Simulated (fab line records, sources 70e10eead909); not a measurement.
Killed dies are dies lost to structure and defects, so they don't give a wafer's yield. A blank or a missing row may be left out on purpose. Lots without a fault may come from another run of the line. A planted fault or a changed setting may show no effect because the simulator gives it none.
Chamber matching | flow nand_harc | NHARC_A_M1_DESCUM_14 on rie_diel-03: 4 sister chambers
The step chemistry O2, time 3 s. 20 wafers are shown with their chamber, then 10 later ones without.

WAFERS WITH THEIR CHAMBER
wafer  | chamber | showerhead_plenum_p_Torr (Torr) | drypump_motor_current_A (A) | rf_vpp_V (V)
L074.2 | 0       | 2.04                            | 5.0                         | 58.6
L074.5 | 2       | 1.81                            | 5.4                         | 56.4
L074.6 | 1       | 2.02                            | 5.8                         | 57.5
L077.1 | 0       | 2.04                            | 5.0                         | 58.3
L077.2 | 1       | 2.02                            | 5.9                         | 59.9
L077.5 | 2       | 1.81                            | 5.4                         | 58.1
L079.3 | 3       | 2.00                            | 5.9                         | 57.6
L079.4 | 2       | 1.81                            | 5.4                         | 57.5
L079.5 | 1       | 2.02                            | 5.9                         | 57.4
L075.1 | 1       | 2.02                            | 5.9                         | 58.8
L075.2 | 3       | 2.00                            | 5.9                         | 59.4
L075.3 | 0       | 2.04                            | 5.0                         | 59.1
L083.1 | 0       | 2.04                            | 5.0                         | 59.2
L083.2 | 3       | 2.00                            | 5.9                         | 58.0
L083.6 | 2       | 1.80                            | 5.4                         | 57.6
L084.1 | 0       | 2.04                            | 5.0                         | 59.1
L084.2 | 1       | 2.02                            | 5.9                         | 58.3
L084.6 | 2       | 1.81                            | 5.4                         | 57.1
L086.1 | 1       | 2.02                            | 5.8                         | 58.2
L086.3 | 3       | 2.00                            | 6.0                         | 57.8

SIGNATURES (means of the wafers above)
reading                  | chamber 0 | chamber 1 | chamber 2 | chamber 3 | scatter within a chamber
showerhead_plenum_p_Torr | 2.0400    | 2.0200    | 1.8080    | 2.0000    | 0.00224
drypump_motor_current_A  | 5.000     | 5.867     | 5.400     | 5.925     | 0.0361
rf_vpp_V                 | 58.860    | 58.350    | 57.340    | 58.200    | 0.728
Rule: a wafer's distance from a chamber is the root of the sum, over the readings, of the square of ((its reading less the chamber's mean) divided by the reading's scatter). The wafer belongs to the nearest chamber; if the next one is less than 2 further off, it can't be placed. The scatter: the root of (the sum of the squares of (reading less its chamber's mean) over the shown wafers, divided by (wafers less chambers)).

WAFERS WITHOUT THEIR CHAMBER
wafer  | showerhead_plenum_p_Torr (Torr) | drypump_motor_current_A (A) | rf_vpp_V (V)
L086.5 | 2.02                            | 5.8                         | 57.8
L087.1 | 2.04                            | 5.0                         | 58.6
L087.4 | 2.02                            | 5.8                         | 57.3
L087.6 | 1.80                            | 5.4                         | 56.7
L089.1 | 2.02                            | 5.8                         | 56.7
L089.4 | 1.80                            | 5.4                         | 57.1
L089.5 | 2.00                            | 5.9                         | 60.1
L092.2 | 2.04                            | 5.0                         | 59.2
L092.3 | 2.02                            | 5.8                         | 55.9
L092.4 | 2.00                            | 6.0                         | 58.8

WHICH CHAMBER EACH WENT THROUGH
wafer  | from the rows above | in truth
L086.5 | 1                   | 1
L087.1 | 0                   | 0
L087.4 | 1                   | 1
L087.6 | 2                   | 2
L089.1 | 1                   | 1
L089.4 | 2                   | 2
L089.5 | 3                   | 3
L092.2 | 0                   | 0
L092.3 | 1                   | 1
L092.4 | 3                   | 3
Placed correctly: 10 of 10. Can't be placed from these rows: 0. Placed wrongly: 0.
